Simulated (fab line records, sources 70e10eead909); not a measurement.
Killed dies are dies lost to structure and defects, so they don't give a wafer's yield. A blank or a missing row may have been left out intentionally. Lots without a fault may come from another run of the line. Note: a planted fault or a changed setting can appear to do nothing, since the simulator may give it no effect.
What tool caused it? + flow nandHarc + 36 wafers from 12 lots sampled at 5 of the route's 1302 steps

WHAT THE GAUGES SHOWED, per wafer
NHARC_A_CHANNEL_HOLE_D1_INSPECT_40. Usual: rawDefectCount 70, standard deviation 27.
| lot  | measured     | on               | rawDefectCount | flag |
|------|--------------|------------------|----------------|------|
| L813 | day 9 01:47  | defectInspect-02 | 36 39 36       |      |
| L814 | day 9 21:30  | defectInspect-02 | 57 58 47       |      |
| L816 | day 10 11:27 | defectInspect-01 | 34 32 50       |      |
| L818 | day 11 01:29 | defectInspect-01 | 60 49 30       |      |
| L820 | day 12 02:37 | defectInspect-02 | 50 57 49       |      |
| L821 | day 12 16:56 | defectInspect-01 | 101 99 112     |      |
| L822 | day 12 21:21 | defectInspect-01 | 45 51 57       |      |
| L824 | day 13 12:26 | defectInspect-02 | 114 103 99     |      |
| L826 | day 14 22:13 | defectInspect-02 | 50 36 30       |      |
| L827 | day 14 23:25 | defectInspect-02 | 105 90 82      |      |
| L828 | day 15 10:18 | defectInspect-02 | 57 57 76       |      |
| L835 | day 18 16:34 | defectInspect-01 | 36 44 41       |      |

NHARC_END_SORT_01. Usual: killedAtArray 58, standard deviation 20; killedAtOther 1.0, standard deviation 1.2; killedAtPeriphery 4.1, standard deviation 3; killedDies 63, standard deviation 20; killedOpen 3.2, standard deviation 1.7; killedShort 2.5, standard deviation 1.5.
| lot  | measured     | on        | killedAtArray | killedAtOther | killedAtPeriphery | killedDies  | killedOpen | killedShort | flag |
|------|--------------|-----------|---------------|---------------|-------------------|-------------|------------|-------------|------|
| L814 | day 25 03:39 | prober-02 | 17 30 18      | 1 1 1         | 2 1 2             | 20 32 21    | 2 4 4      | 4 4 2       |      |
| L816 | day 26 00:04 | prober-01 | 28 24 26      | 3 3 3         | 2 5 3             | 33 32 32    | 1 3 3      | 6 4 4       |      |
| L826 | day 30 05:30 | prober-01 | 50 58 60      | 0 1 2         | 1 3 2             | 51 62 64    | 3 4 3      | 3 4 4       |      |
| L827 | day 30 04:41 | prober-02 | 672 671 671   | 0 0 0         | 5 6 6             | 677 677 677 | 3 4 3      | 3 2 2       | OFF  |
| L828 | day 30 22:38 | prober-02 | 675 672 671   | 1 4 0         | 1 1 6             | 677 677 677 | 4 2 2      | 2 1 2       | OFF  |

EACH LOT AND THE TOOL THAT RAN IT (in order: tool; ch and the chambers of the sampled wafers; start)
| lot  | NHARC_A_CHANNEL_HOLE_D1_ETCH_26 | NHARC_A_DECK1_JOINT_ETCHBACK_07 | NHARC_A_DECK1_JOINT_ETCHBACK_00 |
|------|---------------------------------|---------------------------------|---------------------------------|
| L813 | harEtch-01 ch 0,1, day 8 23:53  | rieSi-03 ch 1,2,3, day 11 07:59 | rieSi-04 ch 0,3, day 11 22:10   |
| L814 | harEtch-01 ch 0,1, day 9 19:23  | rieSi-06 ch 0,1,3, day 11 20:52 | rieSi-04 ch 0,1,2, day 12 07:45 |
| L816 | harEtch-01 ch 0,1, day 10 09:31 | rieSi-04 ch 2,3, day 12 11:47   | rieSi-04 ch 0,2, day 12 23:05   |
| L818 | harEtch-01 ch 0,1, day 10 23:35 | rieSi-03 ch 0,2,3, day 13 01:32 | rieSi-06 ch 2,3, day 13 12:10   |
| L820 | harEtch-01 ch 0,1, day 12 00:43 | rieSi-04 ch 2,3, day 14 02:40   | rieSi-03 ch 0,3, day 14 13:18   |
| L821 | harEtch-02 ch 0,1, day 12 15:02 | rieSi-04 ch 0,2,3, day 14 17:11 | rieSi-04 ch 0,2,3, day 15 03:50 |
| L822 | harEtch-01 ch 0,1, day 12 19:24 | rieSi-03 ch 0,1,2, day 14 21:35 | rieSi-06 ch 0,1,2, day 15 08:04 |
| L824 | harEtch-02 ch 0,1, day 13 10:31 | rieSi-03 ch 1,2, day 15 10:57   | rieSi-03 ch 1,2,3, day 15 21:29 |
| L826 | harEtch-01 ch 0,1, day 14 20:17 | rieSi-03 ch 0,1,2, day 16 23:52 | rieSi-03 ch 2,3, day 17 10:29   |
| L827 | harEtch-02 ch 0,1, day 14 21:20 | rieSi-04 ch 0,2,3, day 16 23:50 | rieSi-06 ch 1,2,3, day 17 10:29 |
| L828 | harEtch-01 ch 0,1, day 15 08:22 | rieSi-04 ch 1,2,3, day 17 12:07 | rieSi-06 ch 0,1,2, day 17 23:38 |
| L835 | harEtch-02 ch 0,1, day 18 14:34 | rieSi-06 ch 0,2, day 20 17:22   | rieSi-03 ch 0,1,3, day 21 04:05 |
- NHARC_A_CHANNEL_HOLE_D1_ETCH_26: etches the open film in C4F8/O2/Ar, time 224.1 s, target depth 300 nm.
- NHARC_A_DECK1_JOINT_ETCHBACK_07: etches the open film in HBr, target depth 105 nm, time 26.9 s.
- NHARC_A_DECK1_JOINT_ETCHBACK_00: etches the open film in HBr, target depth 30 nm, time 17.4 s.

AS READ BY THE TOOLS THEMSELVES (means over the sampled wafers that have a number; for cases with no such wafer, the mark the record gives instead)
NHARC_A_CHANNEL_HOLE_D1_ETCH_26. Usual: biasV 299.6 V, standard deviation 2.7; drypumpMotorCurrentA 6.2 A, standard deviation 0.35; showerheadPlenumPTorr 3.71 Torr, standard deviation 0.11; throttleValvePct 24.584 %, standard deviation 0.0088.
| lot  | tool       | biasV (V) | drypumpMotorCurrentA (A) | showerheadPlenumPTorr (Torr) | throttleValvePct (%) | flag |
|------|------------|-----------|--------------------------|------------------------------|----------------------|------|
| L813 | harEtch-01 | 297.9     | 6.1                      | 3.78                         | 24.584               |      |
| L814 | harEtch-01 | 298.2     | 6.1                      | 3.77                         | 24.590               |      |
| L816 | harEtch-01 | 295.8     | 6.1                      | 3.77                         | 24.582               |      |
| L818 | harEtch-01 | 297.2     | 6.1                      | 3.76                         | 24.582               |      |
| L820 | harEtch-01 | 301.4     | 6.1                      | 3.76                         | 24.584               |      |
| L821 | harEtch-02 | 299.0     | 6.5                      | 3.70                         | 24.581               |      |
| L822 | harEtch-01 | 298.6     | 6.1                      | 3.75                         | 24.576               |      |
| L824 | harEtch-02 | 298.9     | 6.5                      | 3.69                         | 24.584               |      |
| L826 | harEtch-01 | 299.6     | 6.1                      | 3.73                         | 24.574               |      |
| L827 | harEtch-02 | 300.8     | 6.1                      | 3.59                         | 24.590               |      |
| L828 | harEtch-01 | 300.7     | 6.1                      | 3.73                         | 24.589               |      |
| L835 | harEtch-02 | 297.0     | 6.5                      | 3.82                         | 24.592               |      |

NHARC_A_DECK1_JOINT_ETCHBACK_07. Usual: biasW 60.02 W, standard deviation 0.17; chamberPressureMTorr 14.999 mTorr, standard deviation 0.013; drypumpMotorCurrentA 5.8 A, standard deviation 0.45; oesProductAu 1.000 a.u., standard deviation 0.0076; throttleValvePct 23.266 %, standard deviation 0.0098.
| lot  | tool     | biasW (W) | chamberPressureMTorr (mTorr) | drypumpMotorCurrentA (A) | oesProductAu (a.u.) | throttleValvePct (%) | flag |
|------|----------|-----------|------------------------------|--------------------------|---------------------|----------------------|------|
| L813 | rieSi-03 | 60.00     | 15.005                       | 6.1                      | 1.000               | 23.271               |      |
| L814 | rieSi-06 | 60.03     | 15.003                       | 6.3                      | 1.005               | 23.261               |      |
| L816 | rieSi-04 | 59.91     | 14.992                       | 5.3                      | 1.004               | 23.272               |      |
| L818 | rieSi-03 | 59.96     | 14.998                       | 5.6                      | 1.001               | 23.261               |      |
| L820 | rieSi-04 | 60.22     | 14.992                       | 5.4                      | 1.003               | 23.269               |      |
| L821 | rieSi-04 | 60.01     | 14.998                       | 5.4                      | 1.005               | 23.264               |      |
| L822 | rieSi-03 | 59.90     | 14.987                       | 5.7                      | 0.991               | 23.258               |      |
| L824 | rieSi-03 | 60.20     | 14.986                       | 6.1                      | 1.000               | 23.263               |      |
| L826 | rieSi-03 | 59.95     | 14.997                       | 5.7                      | 0.995               | 23.275               |      |
| L827 | rieSi-04 | -         | -                            | -                        | -                   | -                    | OFF  |
| L828 | rieSi-04 | -         | -                            | -                        | -                   | -                    | OFF  |
| L835 | rieSi-06 | 59.95     | 14.997                       | 5.8                      | 1.002               | 23.263               |      |

NHARC_A_DECK1_JOINT_ETCHBACK_00. Usual: biasW 60.02 W, standard deviation 0.17; chamberPressureMTorr 15.000 mTorr, standard deviation 0.013; drypumpMotorCurrentA 5.8 A, standard deviation 0.45; oesProductAu 1.000 a.u., standard deviation 0.009; throttleValvePct 23.266 %, standard deviation 0.0091.
| lot  | tool     | biasW (W) | chamberPressureMTorr (mTorr) | drypumpMotorCurrentA (A) | oesProductAu (a.u.) | throttleValvePct (%) | flag |
|------|----------|-----------|------------------------------|--------------------------|---------------------|----------------------|------|
| L813 | rieSi-04 | 59.92     | 14.994                       | 5.6                      | 0.998               | 23.275               |      |
| L814 | rieSi-04 | 60.08     | 14.996                       | 5.6                      | 0.994               | 23.265               |      |
| L816 | rieSi-04 | 60.02     | 14.987                       | 5.4                      | 0.999               | 23.271               |      |
| L818 | rieSi-06 | 60.16     | 15.005                       | 5.8                      | 1.012               | 23.272               |      |
| L820 | rieSi-03 | 60.08     | 15.005                       | 5.7                      | 0.994               | 23.269               |      |
| L821 | rieSi-04 | 60.07     | 15.008                       | 5.5                      | 1.001               | 23.264               |      |
| L822 | rieSi-06 | 59.98     | 14.996                       | 6.1                      | 1.006               | 23.263               |      |
| L824 | rieSi-03 | 60.07     | 14.998                       | 6.0                      | 1.003               | 23.264               |      |
| L826 | rieSi-03 | 59.67     | 14.995                       | 5.9                      | 0.998               | 23.261               |      |
| L827 | rieSi-06 | 59.83     | 15.012                       | 6.0                      | 1.008               | 23.269               |      |
| L828 | rieSi-06 | 60.05     | 14.997                       | 6.1                      | 1.005               | 23.271               |      |
| L835 | rieSi-03 | 59.98     | 15.005                       | 6.0                      | 0.989               | 23.261               |      |

THE ANSWER, worked out from the rows above alone
Rule: a lot counts as off when the mean over its wafers that have a number is more than 3 standard deviations away from the usual mean. Also off: a lot with no number at a reading for which 4 or more lots have one. All remaining lots with rows at the step are treated as sound. After the gauges, taken in route order, come the tools' own readings; for these a lot's mean is taken, as printed above. At the first step where some lot is off, the reading lying furthest off is the one used; lots without a number count as furthest.
Off: L827, L828, at NHARC_END_SORT_01 (killedAtArray). Neither off nor sound, because the step has no rows for them: L813, L818, L820, L821, L822, L824, L835.
If a tool, at a process step before that reading, ran all the lots that are off and no sound lot after the first of them, it fits. The gauges at NHARC_END_SORT_01 aren't tried: what is off there is off at NHARC_A_DECK1_JOINT_ETCHBACK_07 too, on other tools, and a gauge's error can't cause that. 2 tools fit, rieSi-04 at NHARC_A_DECK1_JOINT_ETCHBACK_07 and rieSi-06 at NHARC_A_DECK1_JOINT_ETCHBACK_00, so this cannot tell which one it is.

WHAT THE SIMULATOR HAD INSERTED
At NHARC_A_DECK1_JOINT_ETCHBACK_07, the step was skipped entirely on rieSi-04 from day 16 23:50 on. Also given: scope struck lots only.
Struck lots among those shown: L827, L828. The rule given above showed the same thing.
